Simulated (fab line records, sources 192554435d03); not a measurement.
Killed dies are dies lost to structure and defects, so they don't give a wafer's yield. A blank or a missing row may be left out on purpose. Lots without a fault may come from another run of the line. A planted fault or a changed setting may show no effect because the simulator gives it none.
fab line records | flow n5_finfet
record lots=12 wafers=30 last_day=16
route steps=1938 shown BEOL_M10@1529 BEOL_M11@1536 PASSIVATION@1936
lots that met no fault: from a run of the same line without faults
start_h: hours from the record's first day to the start of the lot's first wafer shown | wait_h: hours since the lot's step before | " the same as in the row above | L1.1+2: a row that stands for several wafers | - no value, or no start given | * or withheld: withheld | < > ~ a bound
route shown NAME@n: a module of which the file shows steps, and the number in the route of the first | usual: mean/standard deviation of fault-free wafers | same: alike in all rows | chamber/n: place in a boat | sites: the reading at each site | _std_site: their standard deviation | _edge_site: outer sites' mean less inner sites' | radius_mm: how far each site lies from the wafer's centre | mask NAME#n: copy n | behind: the tool/chamber that last shaped the wafer | hold: why the lot was held/for how many hours/how that ended | device: the transistor (n, p or np) that didn't switch | end of line: the same wafers' tests at the end of the route | a step without rows: its recipe alone | killed: dies lost to structure and defects at the first sort, not the wafer's yield | map: a wafer's dies, x killed, . not, _ none there
set.NAME: the setting as run; set.NAME@STEP: as run at that earlier step | model.NAME: the simulator's own value behind a step, which no gauge read
steps of the route over a sample of lots; a table a step, a row a wafer
services: from which hour (start_h, from the record's first day; less than 0 if before it) a tool's chamber was out of use, for how many hours, and why
## steps
# step N5_BEOL_M10_ANNEAL_51
# recipe temp_c=225 time_s=90 ambient=N2
# usual wafer_temp_C_max=226.06/0.25
# columns lot.wafer tool chamber start_h wait_h wafer_temp_C_max
L314.4 rtp_anneal-02 0 224.03 0.2 226.32
L314.5 " 0 " " 225.86
L314.6 " 0 " " 225.92
L317.2 rtp_anneal-02 0 238.54 0.2 226.20
L317.3 " 0 " " 226.31
L316.3 rtp_anneal-02 0 243.74 0.5 226.05
L316.6 " 0 " " 226.10
L319.3 rtp_anneal-02 0 247.04 0.1 225.60
L319.5 " 0 " " 226.00
L318.1 rtp_anneal-02 0 247.55 0.1 225.94
L318.2 " 0 " " 226.41
L320.1 rtp_anneal-02 0 251.09 0.1 226.06
L320.6 " 0 " " 226.00
L322.4 rtp_anneal-02 0 271.12 0.2 226.26
L322.5 " 0 " " 226.25
L329.1 rtp_anneal-02 0 315.77 0.7 226.50
L329.3 " 0 " " 226.46
L329.5 " 0 " " 226.13
L330.2 rtp_anneal-01 0 316.20 1.0 226.00
L330.5 " 0 " " 226.05
L330.6 " 0 " " 225.82
L332.2 rtp_anneal-02 0 329.43 0.1 226.01
L332.3 " 0 " " 225.99
L332.4 " 0 " " 225.94
L334.2 rtp_anneal-01 0 338.02 0.1 226.38
L334.5 " 0 " " 226.12
L334.6 " 0 " " 226.35
L335.4 rtp_anneal-01 0 347.80 0.2 226.06
L335.5 " 0 " " 225.90
L335.6 " 0 " " 226.22
# step N5_BEOL_M11_ILD_DEP_00
# recipe material=SiCOH_lowk target_thk_a=3085.1 temp_c=300 precursor=DEMS/porogen pressure_torr=5 rf_w=500 time_s=58
# usual heater_power_w=300/50 rf_fwd_power_W=496.4/2.1 showerhead_plenum_p_Torr=5.737/0.014 throttle_valve_pct=14.2/0.56
# columns lot.wafer tool chamber start_h wait_h heater_power_w rf_fwd_power_W showerhead_plenum_p_Torr since_wet_clean_h throttle_valve_pct
L314.4 pecvd-01 1 224.73 0.1 355 495.8 5.743 - 14.1
L314.5 " 0 " " 233 496.0 5.745 - 14.8
L314.6 " 2 " " 252 500.4 5.732 - 13.8
L317.2 pecvd-03 1 239.28 0.0 356 497.9 5.722 1849 14.1
L317.3 " 1 " " 356 496.7 5.722 - 14.2
L316.3 pecvd-03 1 244.48 0.0 370 497.8 5.696 1855 14.1
L316.6 " 0 " " 259 497.3 5.758 - 15.0
L319.3 pecvd-01 1 247.77 0.0 324 498.1 5.741 2039 14.5
L319.5 " 0 " " 290 494.4 5.738 - 14.9
L318.1 pecvd-01 1 248.34 0.0 362 497.4 5.743 2040 14.9
L318.2 " 0 " " 242 494.0 5.744 1315 14.6
L320.1 pecvd-03 1 251.88 0.0 337 500.3 5.727 1862 14.0
L320.6 " 2 " " 270 492.6 5.734 - 13.8
L322.4 pecvd-03 2 271.80 0.1 250 494.7 5.739 - 13.8
L322.5 " 1 " " 344 498.1 5.716 - 13.9
L329.1 pecvd-03 1 316.60 0.0 341 495.9 5.720 1927 14.2
L329.3 " 2 " " 237 494.6 5.734 448 13.5
L329.5 " 1 " " 354 497.4 5.720 - 13.8
L330.2 pecvd-02 1 316.99 0.0 326 495.8 5.724 1565 14.2
L330.5 " 1 " " 336 494.8 5.729 - 14.1
L330.6 " 0 " " 401 496.4 5.734 - 14.7
L332.2 pecvd-01 0 330.22 0.0 243 495.0 5.734 1397 14.6
L332.3 " 2 " " 261 494.5 5.747 643 13.9
L332.4 " 0 " " 251 492.8 5.743 - 14.9
L334.2 pecvd-03 2 338.78 0.0 234 491.7 5.740 470 13.7
L334.5 " 1 " " 290 496.8 5.736 - 14.4
L334.6 " 2 " " 242 492.7 5.737 - 14.1
L335.4 pecvd-03 1 348.49 0.1 326 498.9 5.709 - 13.7
L335.5 " 2 " " 256 495.4 5.741 - 13.7
L335.6 " 1 " " 347 499.1 5.726 - 14.1
# step N5_BEOL_M11_PECVD_70
# recipe material=SiO2 target_thk_a=200 temp_c=400 precursor=TEOS/O2 pressure_torr=5.5 rf_w=450 teos_flow_sccm=53.8 gas=O2 flow_sccm=3000 time_s=22.7
# usual heater_power_w=697/87 rf_fwd_power_W=445.5/2 showerhead_plenum_p_Torr=8.78/0.043 throttle_valve_pct=23.0/0.87
# columns lot.wafer tool chamber start_h wait_h heater_power_w rf_fwd_power_W showerhead_plenum_p_Torr since_wet_clean_h throttle_valve_pct
L314.4 pecvd-01 1 225.34 0.1 735 445.4 8.77 - 23.4
L314.5 " 0 " " 678 444.6 8.81 - 24.0
L314.6 " 2 " " 650 445.4 8.80 - 22.0
L317.2 pecvd-01 2 239.95 0.0 693 445.7 8.81 552 22.2
L317.3 " 1 " " 820 444.9 8.78 2031 23.3
L316.3 pecvd-01 1 245.11 0.0 797 447.7 8.79 2036 23.4
L316.6 " 1 " " 811 446.1 8.81 - 23.2
L319.3 pecvd-03 2 248.40 0.0 591 440.2 8.77 380 22.1
L319.5 " 0 " " 573 444.7 8.84 - 24.3
L318.1 pecvd-03 0 249.18 0.0 661 442.3 8.86 1134 24.4
L318.2 " 2 " " 618 442.6 8.80 380 21.8
L320.1 pecvd-03 2 252.51 0.0 604 443.3 8.76 384 22.1
L320.6 " 0 " " 605 444.3 8.85 - 24.5
L322.4 pecvd-01 2 272.42 0.1 629 446.1 8.79 - 22.0
L322.5 " 1 " " 785 446.4 8.79 - 23.6
L329.1 pecvd-02 0 317.23 0.0 896 448.8 8.83 840 23.3
L329.3 " 0 " " 878 445.8 8.82 - 23.5
L329.5 " 1 " " 755 446.6 8.72 - 22.8
L330.2 pecvd-01 2 318.13 0.0 672 447.4 8.78 631 22.2
L330.5 " 1 " " 754 446.5 8.78 - 23.2
L330.6 " 2 " " 662 446.6 8.79 - 22.4
L332.2 pecvd-01 1 331.13 0.0 828 446.7 8.78 2123 23.4
L332.3 " 0 " " 654 443.6 8.81 1398 23.8
L332.4 " 2 " " 588 446.7 8.78 - 22.2
L334.2 pecvd-01 1 339.40 0.0 774 447.2 8.80 2131 23.5
L334.5 " 2 " " 617 444.9 8.80 - 22.3
L334.6 " 1 " " 766 445.3 8.80 - 23.3
L335.4 pecvd-01 1 349.13 0.1 826 446.5 8.80 - 23.3
L335.5 " 0 " " 654 445.6 8.81 - 24.1
L335.6 " 2 " " 621 448.6 8.80 - 22.5
# step N5_BEOL_M11_HM_DEP_02
# recipe material=TiN target_thk_a=200 temp_c=25 chamber_pressure_pa=0.49996
# usual substrate_temp_c=25.00/0.097 throttle_valve_pct=29.7/1.1
# columns lot.wafer tool chamber start_h wait_h substrate_temp_c throttle_valve_pct
L314.4 pvd_sputter-02 - 227.05 1.7 25.21 29.9
L314.5 " - " " 25.01 30.2
L314.6 " - " " 25.03 30.0
L317.2 pvd_sputter-02 - 242.14 2.2 24.97 30.1
L317.3 " - " " 25.07 29.9
L316.3 pvd_sputter-03 - 245.70 0.6 25.16 30.3
L316.6 " - " " 24.92 30.2
L319.3 pvd_sputter-01 - 249.06 0.6 25.20 32.0
L319.5 " - " " 24.96 32.2
L318.1 pvd_sputter-03 - 250.39 1.2 24.96 30.1
L318.2 " - " " 25.00 28.6
L320.1 pvd_sputter-02 - 253.78 1.2 24.80 29.9
L320.6 " - " " 25.08 30.4
L322.4 pvd_sputter-02 - 272.70 0.3 25.02 30.1
L322.5 " - " " 24.97 28.1
L329.1 pvd_sputter-02 - 317.82 0.6 25.03 30.4
L329.3 " - " " 24.93 28.1
L329.5 " - " " 24.83 28.4
L330.2 pvd_sputter-02 - 318.92 0.8 24.99 30.0
L330.5 " - " " 24.95 30.1
L330.6 " - " " 24.90 28.4
L332.2 pvd_sputter-01 - 331.89 0.8 24.92 28.5
L332.3 " - " " 24.90 29.5
L332.4 " - " " 25.08 29.3
L334.2 pvd_sputter-03 - 340.58 1.2 25.07 30.0
L334.5 " - " " 25.14 30.6
L334.6 " - " " 24.90 28.4
L335.4 pvd_sputter-01 - 350.03 0.9 25.02 29.1
L335.5 " - " " 24.99 29.4
L335.6 " - " " 25.18 32.1
# step N5_BEOL_M11_INSPECT_13
# recipe mode=adi inspect_instrument=brightfield
# usual raw_defect_count=398/100
# columns lot.wafer tool chamber start_h wait_h raw_defect_count
L314.4 defect_inspect-02 - 227.60 0.0 474
L314.5 " - " " 331
L314.6 " - " " 370
L317.2 defect_inspect-02 - 242.69 0.0 593
L317.3 " - " " 637
L316.3 defect_inspect-01 - 246.26 0.0 347
L316.6 " - " " 503
L319.3 defect_inspect-01 - 249.61 0.0 411
L319.5 " - " " 239
L318.1 defect_inspect-01 - 250.93 0.0 348
L318.2 " - " " 317
L320.1 defect_inspect-02 - 254.33 0.0 349
L320.6 " - " " 476
L322.4 defect_inspect-02 - 273.13 0.0 369
L322.5 " - " " 385
L329.1 defect_inspect-01 - 318.25 0.0 739
L329.3 " - " " 647
L329.5 " - " " 857
L330.2 defect_inspect-01 - 319.47 0.0 915
L330.5 " - " " 837
L330.6 " - " " 888
L332.2 defect_inspect-01 - 332.32 0.0 351
L332.3 " - " " 248
L332.4 " - " " 295
L334.2 defect_inspect-02 - 341.14 0.0 313
L334.5 " - " " 325
L334.6 " - " " 423
L335.4 defect_inspect-02 - 350.61 0.0 370
L335.5 " - " " 387
L335.6 " - " " 283
# step N5_PASSIVATION_PROBE_49
# usual defect_limited_yield=91.2/1.4 killed_at_M0_to_M3=32/9.3 killed_at_M4_up=14/4.9 killed_at_contacts=15/7.5 killed_at_front_end=40/11 killed_at_other=4/3.3 killed_dies=104/17 killed_on_rim=13/4.2 killed_open=68/14 killed_short=33/7.9 sort_bin_5_function=5.2/0.99 sort_bin_6_memory=3.2/0.65 sort_n_pass=1076/17 sort_yield_pct=91.1/1.5
# same gross_dies=1180 killed_at_back_side=0 sort_bin_4_leakage[%]=0 sort_bin_8_speed[%]=0
# columns lot.wafer tool chamber start_h wait_h defect_limited_yield[%] killed_at_M0_to_M3 killed_at_M4_up killed_at_contacts killed_at_front_end killed_at_other killed_dies killed_on_rim killed_open killed_short sort_bin_5_function[%] sort_bin_6_memory[%] sort_n_pass sort_yield_pct[%]
L329.1 prober-02 - 363.25 0.0 81.9 27 116 18 49 4 214 17 59 41 12.3 3.7 966 81.9
L329.3 prober-02 - 363.35 0.1 87.7 17 83 7 35 3 145 31 55 27 7.7 2.9 1035 87.7
L329.5 prober-02 - 363.45 0.2 83.2 27 77 30 59 5 198 42 84 39 10.0 4.9 982 83.2
L330.2 prober-01 - 365.91 0.1 85.3 31 87 15 30 10 173 30 61 25 9.9 3.6 1007 85.3
L330.5 prober-01 - 366.06 0.2 81.4 21 84 14 41 59 219 80 60 30 14.2 3.1 961 81.4
L330.6 prober-01 - 366.11 0.3 84.7 32 79 18 50 2 181 26 80 36 9.8 4.4 999 84.7
# killed by level:class
L329.1 BEOL_M11:unspecified=101 MOL_CONTACT_COAG:geometric_particle:open=15 BEOL_M0_SAQP:geometric_particle:short=12 STI_FIN_REVEAL:geometric_particle:open=10 HKMG_FIN:area_etch=9 FIN_SAQP:geometric_particle:short=8 BEOL_M0_SAQP:geometric_particle:open=6 FIN_SAQP:geometric_particle:open=4
L329.3 BEOL_M11:unspecified=61 BEOL_M4:geometric_particle:open=13 FIN_SAQP:geometric_particle:open=9 BEOL_M0_SAQP:geometric_particle:open=7 MOL_CONTACT_COAG:geometric_particle:open=6 STI_FIN_REVEAL:geometric_particle:open=5 FIN_SAQP:geometric_particle:short=3 BEOL_M4:geometric_particle:short=3
L329.5 BEOL_M11:unspecified=67 MOL_CONTACT_COAG:geometric_particle:open=25 FIN_SAQP:geometric_particle:short=11 FIN_SAQP:geometric_particle:open=11 STI_FIN_REVEAL:geometric_particle:open=8 BEOL_M3:geometric_particle:open=8 BEOL_M0_SAQP:geometric_particle:open=6 STARTING-WAFER:geometric_particle:short=6
L330.2 BEOL_M11:unspecified=78 MOL_CONTACT_COAG:geometric_particle:open=10 PASSIVATION:area_etch=9 BEOL_M3:geometric_particle:open=8 STI_FIN_REVEAL:geometric_particle:open=5 MOL_CONTACT_COAG:geometric_particle:short=5 BEOL_M0_SAQP:geometric_particle:open=5 BEOL_M1:geometric_particle:open=5
L330.5 BEOL_M11:unspecified=71 PASSIVATION:area_etch=57 STI_FIN_REVEAL:geometric_particle:open=12 MOL_CONTACT_COAG:geometric_particle:open=11 BEOL_M0_SAQP:geometric_particle:open=9 BEOL_M4:geometric_particle:open=9 GATE_CUT:geometric_particle:short=7 DUMMY_GATE:geometric_particle:open=5
L330.6 BEOL_M11:unspecified=64 STI_FIN_REVEAL:geometric_particle:open=13 MOL_CONTACT_COAG:geometric_particle:open=13 BEOL_M3:geometric_particle:open=11 FIN_SAQP:geometric_particle:open=8 BEOL_M0_SAQP:geometric_particle:open=7 GATE_CUT:geometric_particle:short=6 DUMMY_GATE:geometric_particle:open=6
## services
# columns tool chamber start_h hours kind
pecvd-02 2 202.38 - clean
pecvd-02 2 202.38 - consumable_replace:showerhead
pecvd-02 2 202.38 29.0 scheduled_down
pecvd-02 2 202.38 29.0 vent_cycle
pecvd-03 0 235.17 7.8 repair
pecvd-02 - 236.17 23.9 repair
pecvd-01 - 264.89 5.5 pm
pecvd-01 0 278.05 5.5 scheduled_down
pecvd-02 1 288.13 5.0 repair
pecvd-03 2 292.78 6.0 repair
pecvd-03 2 304.69 5.5 scheduled_down
pecvd-01 0 309.70 7.9 repair
pecvd-02 2 313.28 5.5 scheduled_down
pecvd-01 - 321.01 6.0 pm
pecvd-03 0 340.68 16.5 scheduled_down
## key
first_sign step=N5_BEOL_M11_INSPECT_13 reading=raw_defect_count direction=up sigmas=4.1 usual=398 struck=814
effect step=N5_PASSIVATION_PROBE_49 reading=killed_at_M4_up direction=up sigmas=15 usual=14 struck=88
more_kills_born_at N5_BEOL_M11_HM_DEP_02@pvd_sputter-02=442
met_at N5_BEOL_M11_HM_DEP_02
struck_lots L329,L330
baseline_loss step=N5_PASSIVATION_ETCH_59 wafers=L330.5
not_acting_at N5_BEOL_M10_ANNEAL_51,N5_BEOL_M11_ILD_DEP_00,N5_BEOL_M11_PECVD_70
onset_between 272.70 317.82
fault kind=chamber_particle_source tool=pvd_sputter-02 chamber=- onset_h=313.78 steps=N5_BEOL_M11_HM_DEP_02 rate_per_visit_cm2=0.50439 end_h=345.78
# baseline_loss: these wafers lose ten dies or more at that step, a loss of the line's own and not of a fault; the sort's usual values leave them out
